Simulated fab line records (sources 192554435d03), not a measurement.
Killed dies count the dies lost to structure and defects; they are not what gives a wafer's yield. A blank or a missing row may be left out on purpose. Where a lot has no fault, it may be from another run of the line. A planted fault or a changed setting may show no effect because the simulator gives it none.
Matching of chambers + flow n5 finfet + N5_BEOL_M5_STRIP_36 on rie diel-05: 4 sister chambers
The step strips in N2/H2. 4 wafers are shown with their chamber, then 9 later ones without.

## EACH WAFER AND ITS CHAMBER
| wafer  | chamber | drypump motor current A (A) |
|--------|---------|-----------------------------|
| L080.5 | 0       | 6.4                         |
| L088.3 | 1       | 5.0                         |
| L087.5 | 2       | 6.4                         |
| L087.6 | 3       | 5.5                         |

## WAFERS WITH NO CHAMBER GIVEN
| wafer  | drypump motor current A (A) |
|--------|-----------------------------|
| L089.1 | 5.5                         |
| L089.3 | 6.4                         |
| L089.6 | 5.5                         |
| L090.1 | 6.4                         |
| L090.3 | 5.5                         |
| L090.5 | 5.5                         |
| L094.2 | 5.1                         |
| L094.4 | 5.5                         |
| L094.6 | 5.0                         |

## WHICH CHAMBER EACH ONE RAN IN
| wafer  | from the rows above     | in truth |
|--------|-------------------------|----------|
| L089.1 | 3                       | 3        |
| L089.3 | can't be placed: 0 or 2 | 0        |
| L089.6 | 3                       | 3        |
| L090.1 | can't be placed: 0 or 2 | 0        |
| L090.3 | 3                       | 3        |
| L090.5 | 3                       | 3        |
| L094.2 | 1                       | 1        |
| L094.4 | 3                       | 3        |
| L094.6 | 1                       | 1        |
7 of 9 placed correctly. Can't be placed from these rows: 2 (the true chamber is among the candidates in 2). Number placed wrongly: 0.
How it was worked out, from the rows above alone: a wafer's distance from a chamber is the root of the sum, over the readings, of the square of ((its reading less the chamber's mean) divided by the reading's scatter). If the next closest chamber is less than 2 further off than the closest, the wafer can't be placed; otherwise it belongs to the closest. A chamber's mean is the mean of its shown wafers. The scatter: root of mean squared gap, hidden wafer to nearest shown wafer, with one shown wafer a chamber.
